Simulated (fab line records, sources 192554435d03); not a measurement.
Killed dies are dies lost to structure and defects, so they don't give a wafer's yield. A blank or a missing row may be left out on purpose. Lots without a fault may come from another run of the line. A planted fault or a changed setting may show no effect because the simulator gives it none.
A struck lot beside a sound one | flow n5_finfet | 16 steps out of a route of 1938
Sound: wafers L443.1, L443.2, L443.3. Struck: wafers L447.1, L447.2, L447.4. The cause comes at the end.
At each step with rows: each side's tool, then ch and its chambers, then its first start. Under that, the readings that differ: sound wafers | struck wafers | difference of the means | sigmas: that difference in standard deviations of wafers without a fault.
alike: readings whose means differ by less than 2 such deviations, and words and numbers that are the same on both sides. not compared: withheld readings, readings that some wafer has no value for, bounds like >300 that may hide the same value, and numbers for which the record gives no deviation and whose values overlap.
The two part at a step that has a row with sigmas, a row that says differs or no value, or rows on one side only. Numbers that don't overlap but have no deviation are shown without sigmas and don't part them. A reading that every wafer of one side lacks parts them only if that side has two wafers or more.

first, 8 steps without rows for these wafers: N5_HKMG_FIN_COAT_29 (time 60 s, resist thk 300 nm); N5_HKMG_FIN_COAT_30 (time 60 s, resist thk 35 nm); N5_HKMG_FIN_COAT_06 (resist thk 90 nm); N5_HKMG_FIN_EBR_08; N5_HKMG_FIN_SOFTBAKE_07 (time 60 s); N5_HKMG_FIN_EXPOSE_09 (exposes mask NWFM); N5_HKMG_FIN_PEB_10 (peb time 60 s); N5_HKMG_FIN_DEVELOP_11 (develop time 30 s).
N5_HKMG_FIN_CD_MEAS_12: target cd 92.8 nm.
  sound on cd_sem-02 ch 0, day 5 00:54; struck on cd_sem-02 ch 0, day 6 00:52
  alike: cd_nm
N5_HKMG_FIN_OVL_MEAS_13:
  sound on overlay-01 ch 0, day 5 00:56; struck on overlay-02 ch 0, day 6 00:53
  alike: NWFM_OVL
N5_HKMG_FIN_INSPECT_14: inspects for defects (macro).
  sound on defect_inspect-02, day 5 00:57; struck on defect_inspect-01, day 6 00:55
  alike: raw_defect_count
N5_HKMG_FIN_DESCUM_17: chemistry O2, time 7.9 s.
  sound on rie_diel-02 ch 0,1,3, day 5 00:59; struck on rie_diel-02 ch 0,1,3, day 6 00:57
  alike: bias_power_w, drypump_motor_current_A, oes_product_au, rf_vpp_V, showerhead_plenum_p_Torr, temp_c, throttle_valve_pct
  not compared: rf_hours_counter_h
N5_HKMG_FIN_ETCH_31: etches SiARC in CF4, target depth 45.5 nm, time 75.8 s.
  sound on rie_diel-02 ch 0,1,3, day 5 01:01; struck on rie_diel-02 ch 0,1,3, day 6 00:59
  reading      | sound             | struck            | difference | sigmas
  bias_w (W)   | 36.04 36.04 36.03 | 37.61 37.70 37.68 | +1.63      | +15
  rf_vpp_V (V) | 183.0 184.6 184.6 | 190.3 189.5 188.3 | +5.3       | +7
  alike: drypump_motor_current_A, etch_rf_on_time_s, oes_product_au, showerhead_plenum_p_Torr, throttle_valve_pct
  not compared: rf_hours_counter_h
N5_HKMG_FIN_ETCH_32: etches SOC in N2/H2, target depth 240 nm, time 300 s.
  sound on rie_diel-02 ch 0,1,3, day 5 01:04; struck on rie_diel-02 ch 0,1,3, day 6 01:02
  alike: bias_w, drypump_motor_current_A, oes_product_au, rf_vpp_V, showerhead_plenum_p_Torr, temp_c, throttle_valve_pct
  not compared: rf_hours_counter_h
-- the record jumps here: 4 days lie between the struck wafers' starts before and after (it left off in module HKMG_FIN and takes up again in module BEOL_M4, whose first step shown is number 1111 of the route) --
N5_BEOL_M4_RC_MEAS_101:
  sound on prober-02 ch 0, day 9 03:38; struck on prober-01 ch 0, day 9 21:01
  alike: DIBL_N, DIBL_P, IOFF_N, IOFF_P, ION_N, ION_P, SS_N, SS_P, VT_N, VT_P
then, 1 step without rows for these wafers: N5_PASSIVATION_PROBE_49.

WHERE THEY PART
Only at N5_HKMG_FIN_ETCH_31, within this record. Later steps at which nothing parts them and some readings are alike: N5_HKMG_FIN_ETCH_32, N5_BEOL_M4_RC_MEAS_101.

WHY: what the simulator had put in
Process parameter drift: rie_diel-02, from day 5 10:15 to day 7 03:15, at N5_HKMG_FIN_ETCH_31. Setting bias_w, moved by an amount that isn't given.
